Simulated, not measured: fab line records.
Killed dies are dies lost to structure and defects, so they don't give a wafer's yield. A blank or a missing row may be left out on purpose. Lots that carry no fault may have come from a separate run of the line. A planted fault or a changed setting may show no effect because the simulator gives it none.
fab line records	flow n5_finfet
[record] lots = 7	wafers = 18	last_day = 17
route steps=1938 shown BEOL_M9@1448 PASSIVATION@1936
lots that met no fault: from a run of the same line without faults
start_h: hours from the record's first day to the start of the lot's first wafer shown	wait_h: hours elapsed since this lot's preceding step	" identical to the entry in the row above	L1.1+2: several wafers, shown together as one row	- no value, or no start given	* or withheld: withheld	< > ~ a bound
route shown NAME@n: NAME is a module with steps in the file, n the number in the route of the first one	usual: mean and standard deviation over wafers with no fault	same: alike in all rows	chamber/n: place in a boat	sites: the reading at each site	_std_site: standard deviation across them	_edge_site: the outer-site mean with the inner-site mean subtracted	radius_mm: how far each site lies from the wafer's centre	mask NAME#n: copy n	behind: the last tool/chamber to shape the wafer	hold: cause of the lot's hold/its duration in hours/its outcome	device: the n, p or np transistor that did not switch	end of line: tests run on the same wafers once the route is complete	a step with no rows: only its recipe	killed: dies lost to structure and defects at the first sort, not the wafer's yield	map: a wafer's dies, marking killed ones x, the rest . and places with no die _
set.NAME: the setting the step ran with; set.NAME@STEP: the setting that earlier step ran with	model.NAME: the simulator's own value behind a step, which no gauge read
certain route steps with their lots: each step a table, each wafer a row
services: when a tool's chamber went out of use (start_h, in hours from the record's first day, below 0 if earlier), for how many hours, and the reason
[[steps]]
[step N5_BEOL_M9_STRIP_80]
[recipe] chemistry = N2/H2	time_s = 10	power_w = 450	temp_c = 40	pressure_mtorr = 20	rf_frequency_hz = 6e+07	bias_power_w = 7	n2_flow_sccm = 200	h2_flow_sccm = 200
[usual] drypump_motor_current_A = 5.9/0.48	oes_product_au = 0.82/0.086	rf_vpp_V = 59.1/0.84	showerhead_plenum_p_Torr = 2.53/0.065	throttle_valve_pct = 23.5/0.45
lot.wafer	tool	chamber	start_h	wait_h	drypump_motor_current_A	oes_product_au	rf_hours_counter_h	rf_vpp_V	showerhead_plenum_p_Torr	throttle_valve_pct
L240.1	rie_diel-06	0	-	-	6.0	0.82	97	59.1	2.57	23.8
L240.5	"	2	"	"	5.4	0.73	-	58.2	2.54	24.1
L240.6	"	1	"	"	5.5	0.92	-	58.4	2.50	23.6
L244.1	rie_diel-02	2	-	-	6.1	0.92	19	57.7	2.52	24.2
L244.4	"	0	"	"	6.3	0.68	236	59.0	2.58	23.1
L244.6	"	2	"	"	6.1	0.93	-	57.6	2.52	24.2
L245.1	rie_diel-06	3	-	-	5.4	0.86	60	60.9	2.68	23.1
L245.5	"	3	"	"	5.4	0.87	-	59.2	2.68	23.1
L246.5	rie_diel-03	3	-	-	5.7	0.66	-	58.0	2.61	23.9
L246.6	"	0	"	"	6.2	0.91	-	58.2	2.49	23.4
L247.2	rie_diel-02	0	-	-	6.3	0.67	243	60.2	2.58	23.1
L247.6	"	2	"	"	6.1	0.90	-	58.9	2.52	24.2
L256.2	rie_diel-06	3	-	-	5.4	0.83	85	59.5	2.66	23.2
L256.3	"	1	"	"	5.5	0.87	54	58.1	2.49	23.7
L256.4	"	0	"	"	6.0	0.79	127	59.1	2.56	23.8
L259.1	rie_diel-02	2	-	-	6.1	0.87	50	57.8	2.51	24.3
L259.2	"	1	"	"	6.6	0.75	145	59.7	2.54	23.3
L259.4	"	3	"	"	5.2	0.79	107	60.1	2.45	23.3
[step N5_BEOL_M9_OCD_MEAS_38]
[usual] trench_depth_nm = 150/3.9
lot.wafer	tool	chamber	start_h	wait_h	trench_depth_nm
L240.1	ocd-01	-	241.36	-	157
L240.5	"	-	"	"	144
L240.6	"	-	"	"	159
L244.1	ocd-02	-	258.74	-	152
L244.4	"	-	"	"	147
L244.6	"	-	"	"	151
L245.1	ocd-01	-	263.30	-	151
L245.5	"	-	"	"	151
L246.5	ocd-01	-	263.48	-	146
L246.6	"	-	"	"	151
L247.2	ocd-02	-	284.81	-	147
L247.6	"	-	"	"	152
L256.2	ocd-02	-	342.11	-	151
L256.3	"	-	"	"	158
L256.4	"	-	"	"	154
L259.1	ocd-01	-	353.60	-	151
L259.2	"	-	"	"	149
L259.4	"	-	"	"	151
[step N5_BEOL_M9_HM_STRIP_39]
[recipe] chemistry = peroxide_tin_strip	material = TiN	target_depth_a = 250	temp_c = 50	time_s = 158
[step N5_BEOL_M9_SRD_40]
[recipe] time_s = 30	temp_c = 23	rinse_liquid = diw	dry = ipa_marangoni
[step N5_BEOL_M9_PRECLEAN_42]
[recipe] chemistry = residue_remover	time_s = 60	temp_c = 40
[step N5_BEOL_M9_SRD_43]
[recipe] time_s = 30	temp_c = 23	rinse_liquid = diw	dry = ipa_marangoni
[step N5_BEOL_M9_CD_MEAS_35]
[recipe] target_cd_nm = 70	target_cd_y_nm = 40	polarity = opening
[usual] cd_nm = 69.7/0.84
lot.wafer	tool	chamber	start_h	wait_h	cd_nm
L240.1	cd_sem-03	-	241.51	0.0	69.8
L240.5	"	-	"	"	70.5
L240.6	"	-	"	"	70.3
L244.1	cd_sem-02	-	258.89	0.0	69.5
L244.4	"	-	"	"	70.2
L244.6	"	-	"	"	71.0
L245.1	cd_sem-03	-	263.55	0.0	68.7
L245.5	"	-	"	"	69.5
L246.5	cd_sem-02	-	263.63	0.0	70.3
L246.6	"	-	"	"	69.6
L247.2	cd_sem-01	-	284.97	0.0	69.6
L247.6	"	-	"	"	70.1
L256.2	cd_sem-03	-	342.26	0.0	67.8
L256.3	"	-	"	"	70.2
L256.4	"	-	"	"	70.7
L259.1	cd_sem-03	-	353.75	0.0	69.2
L259.2	"	-	"	"	69.7
L259.4	"	-	"	"	68.8
[step N5_BEOL_M9_CURE_72]
[recipe] temp_c = 370	time_s = 120	ambient = DMADMS/He	material = SiCOH_lowk
[usual] lamp_power_pct = 52.31/0.05	wafer_temp_C_max = 371.6/0.47
lot.wafer	tool	chamber	start_h	wait_h	lamp_power_pct	wafer_temp_C_max
L240.1	uv_cure-02	1	241.55	0.0	52.23	371.8
L240.5	"	1	"	"	52.30	371.9
L240.6	"	1	"	"	52.32	371.5
L244.1	uv_cure-01	2	258.93	0.0	52.32	371.7
L244.4	"	2	"	"	52.39	371.6
L244.6	"	2	"	"	52.31	371.6
L245.1	uv_cure-01	2	263.59	0.0	52.28	371.8
L245.5	"	2	"	"	52.31	371.9
L246.5	uv_cure-02	1	263.87	0.2	52.45	373.0
L246.6	"	1	"	"	52.33	372.1
L247.2	uv_cure-02	0	285.10	0.1	52.32	371.3
L247.6	"	0	"	"	52.26	371.4
L256.2	uv_cure-01	2	342.35	0.1	52.38	371.2
L256.3	"	2	"	"	52.33	371.5
L256.4	"	2	"	"	52.34	371.2
L259.1	uv_cure-03	1	353.98	0.2	52.24	371.4
L259.2	"	1	"	"	52.25	372.1
L259.4	"	1	"	"	52.41	371.8
[step N5_BEOL_M9_DEGAS_44]
[recipe] ambient = vacuum	temp_c = 250	time_s = 60
[step N5_BEOL_M9_PRE_CLEAN_45]
[recipe] gas = H2/He	time_s = 30	temp_c = 250
[usual] heater_power_w = 326/24
lot.wafer	tool	chamber	start_h	wait_h	heater_power_w
L240.1	pvd_sputter-03	-	242.04	0.0	336
L240.5	"	-	"	"	324
L240.6	"	-	"	"	315
L244.1	pvd_sputter-01	-	259.44	0.0	314
L244.4	"	-	"	"	350
L244.6	"	-	"	"	318
L245.1	pvd_sputter-01	-	264.51	0.0	321
L245.5	"	-	"	"	337
L246.5	pvd_sputter-01	-	264.61	0.0	328
L246.6	"	-	"	"	337
L247.2	pvd_sputter-02	-	286.73	0.0	303
L247.6	"	-	"	"	305
L256.2	pvd_sputter-03	-	343.04	0.0	284
L256.3	"	-	"	"	316
L256.4	"	-	"	"	311
L259.1	pvd_sputter-02	-	356.30	0.0	301
L259.2	"	-	"	"	357
L259.4	"	-	"	"	353
[step N5_BEOL_M9_ALD_74]
[recipe] material = TaN	target_thk_a = 20	temp_c = 275	ald_precursor_family = PDMAT	ald_co_reactant = NH3	pressure_torr = 3	carrier_flow_sccm = 1500	pulse_time_s = 2	purge_time_s = 3	co_reactant_purge_time_s = 2	co_reactant_pulse_time_s = 3	ald_cycles = 40	precursor_vessel_temp_c = 75	precursor_vessel_pressure_torr = 26.25	precursor_vessel_carrier_sccm = 1000
[usual] heater_power_w = 443/49
lot.wafer	tool	chamber	start_h	wait_h	heater_power_w
L240.1	ald_metal-02	1	242.33	0.3	450
L240.5	"	2	"	"	380
L240.6	"	3	"	"	494
L244.1	ald_metal-02	0	259.52	0.1	489
L244.4	"	1	"	"	444
L244.6	"	2	"	"	381
L245.1	ald_metal-03	2	264.57	0.0	379
L245.5	"	1	"	"	409
L246.5	ald_metal-02	2	264.78	0.2	384
L246.6	"	1	"	"	452
L247.2	ald_metal-02	2	286.79	0.0	378
L247.6	"	3	"	"	488
L256.2	ald_metal-03	0	343.10	0.0	513
L256.3	"	3	"	"	405
L256.4	"	2	"	"	383
L259.1	ald_metal-02	0	356.42	0.1	482
L259.2	"	3	"	"	494
L259.4	"	1	"	"	454
[step N5_BEOL_M9_SURFACE_TREAT_79]
[recipe] gas = Ar	time_s = *	ion_energy_ev = *	ion_current_ma_cm2 = 0.5	pressure_mtorr = *	ar_flow_sccm = 30
[usual] ar_flow_sccm = 30.00/0.092	throttle_valve_pct = *
lot.wafer	tool	chamber	start_h	wait_h	ar_flow_sccm	throttle_valve_pct
L240.1	pvd_sputter-02	-	242.77	0.3	30.06	*
L240.5	"	-	"	"	30.08	*
L240.6	"	-	"	"	29.95	*
L244.1	pvd_sputter-03	-	259.91	0.3	29.87	*
L244.4	"	-	"	"	30.14	*
L244.6	"	-	"	"	30.06	*
L245.1	pvd_sputter-03	-	264.94	0.2	30.14	*
L245.5	"	-	"	"	29.91	*
L246.5	pvd_sputter-03	-	265.00	0.1	30.03	*
L246.6	"	-	"	"	30.01	*
L247.2	pvd_sputter-01	-	287.16	0.2	29.91	*
L247.6	"	-	"	"	30.03	*
L256.2	pvd_sputter-03	-	343.46	0.2	30.06	*
L256.3	"	-	"	"	29.92	*
L256.4	"	-	"	"	29.97	*
L259.1	pvd_sputter-02	-	356.74	0.2	29.94	*
L259.2	"	-	"	"	29.96	*
L259.4	"	-	"	"	29.92	*
[step N5_BEOL_M9_CVD_78]
[recipe] material = Co	target_thk_a = 20	temp_c = withheld	precursor = CCTBA/H2	pressure_torr = 30	time_s = 138.9
[usual] run_length_s = 161.6/0.45
lot.wafer	tool	chamber	start_h	wait_h	run_length_s
L240.1	cvd_co-02	2	242.83	0.0	162.7
L240.5	"	0	"	"	162.2
L240.6	"	2	"	"	162.1
L244.1	cvd_co-02	2	259.99	0.1	161.7
L244.4	"	0	"	"	162.3
L244.6	"	2	"	"	161.8
L245.1	cvd_co-02	1	265.03	0.1	161.6
L245.5	"	2	"	"	164.5
L246.5	cvd_co-02	1	265.17	0.2	163.5
L246.6	"	2	"	"	162.0
L247.2	cvd_co-02	2	287.45	0.3	164.1
L247.6	"	2	"	"	161.8
L256.2	cvd_co-01	1	343.52	0.0	161.2
L256.3	"	0	"	"	161.6
L256.4	"	1	"	"	161.3
L259.1	cvd_co-02	2	356.81	0.0	161.7
L259.2	"	0	"	"	162.0
L259.4	"	2	"	"	162.1
[step N5_BEOL_M9_SPUTTER_48]
[recipe] material = Cu	target_thk_a = 120	temp_c = -20	bias_v = 60	power_w = 26000	chamber_pressure_pa = 0.13	time_s = 2
[step N5_PASSIVATION_PROBE_49]
[usual] defect_limited_yield = 91.1/1.6	killed_at_M0_to_M3 = 35/11	killed_at_M4_up = 13/5.4	killed_at_contacts = 13/6.5	killed_at_front_end = 40/14	killed_at_other = 4/3.1	killed_dies = 105/18	killed_open = 69/14	killed_short = 34/7.3	sort_bin_5_function = 5.2/0.96	sort_bin_6_memory = 3.4/0.77	sort_bin_8_speed = 0.02/0.13	sort_n_pass = 1075/19	sort_yield_pct = 91.1/1.6
[same] gross_dies = 1180	killed_at_back_side = 0	sort_bin_4_leakage[%] = 0
lot.wafer	tool	chamber	start_h	wait_h	defect_limited_yield[%]	killed_at_M0_to_M3	killed_at_M4_up	killed_at_contacts	killed_at_front_end	killed_at_other	killed_dies	killed_open	killed_short	sort_bin_5_function[%]	sort_bin_6_memory[%]	sort_bin_8_speed[%]	sort_n_pass	sort_yield_pct[%]
L247.2	prober-01	-	349.18	0.1	91.9	22	3	15	52	3	95	65	30	4.4	3.4	0	1085	91.9
L247.6	prober-01	-	349.38	0.3	90.8	28	8	6	63	3	108	75	32	5.0	3.9	0	1072	90.8
// killed by level:class
L247.2 STI_FIN_REVEAL:geometric_particle:open=15 MOL_CONTACT_COAG:geometric_particle:open=12 FIN_SAQP:geometric_particle:short=8 FIN_SAQP:geometric_particle:open=8 BEOL_M3:geometric_particle:open=7 BEOL_M1:geometric_particle:open=4 BEOL_M2:geometric_particle:open=4 STARTING-WAFER:geometric_particle:open=4
L247.6 FIN_SAQP:geometric_particle:open=14 FIN_SAQP:geometric_particle:short=12 STI_FIN_REVEAL:geometric_particle:open=10 DUMMY_GATE:geometric_particle:open=9 BEOL_M1:geometric_particle:open=7 BEOL_M3:geometric_particle:open=6 GATE_CUT:geometric_particle:open=5 MOL_CONTACT_COAG:geometric_particle:open=5
[[services]]
tool	chamber	start_h	hours	kind
rie_diel-06	1	268.83	5.7	repair
uv_cure-02	-	277.50	7.5	pm
rie_diel-03	0	288.35	3.7	repair
uv_cure-02	-	288.45	18.8	repair
rie_diel-03	3	298.09	-	clean
rie_diel-03	3	298.09	-	consumable_replace:focus_ring
rie_diel-03	3	298.09	12.6	scheduled_down
rie_diel-03	3	298.09	12.6	vent_cycle
uv_cure-03	-	302.46	0.9	repair
rie_diel-02	0	307.50	-	clean
rie_diel-02	0	307.50	-	consumable_replace:focus_ring
rie_diel-02	0	307.50	16.1	scheduled_down
rie_diel-02	0	307.50	16.1	vent_cycle
ald_metal-02	3	317.54	8.4	repair
cvd_co-02	1	333.33	-	clean
cvd_co-02	1	333.33	22.0	scheduled_down
cvd_co-02	1	333.33	22.0	vent_cycle
uv_cure-03	-	345.91	1.0	pm
cvd_co-02	-	347.63	0.3	repair
uv_cure-01	-	350.47	7.5	pm
rie_diel-06	-	351.47	2.8	pm
pvd_sputter-03	-	355.57	0.7	repair
[[key]]
[first_sign] step = N5_BEOL_M9_CVD_78	reading = run_length_s	direction = up	sigmas = 5.5	usual = *	struck = *
effect none on later readings
met_at N5_BEOL_M9_CVD_78
struck_wafers L245.5,L246.5,L247.2
[fault] kind = process_parameter_drift	tool = cvd_co-02	chamber = -	onset_h = 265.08	steps = N5_BEOL_M9_CVD_78	channel = time_s	offset = *	shape = step	end_h = 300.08	scope = struck_wafers_only	acts_in = *	stated = *
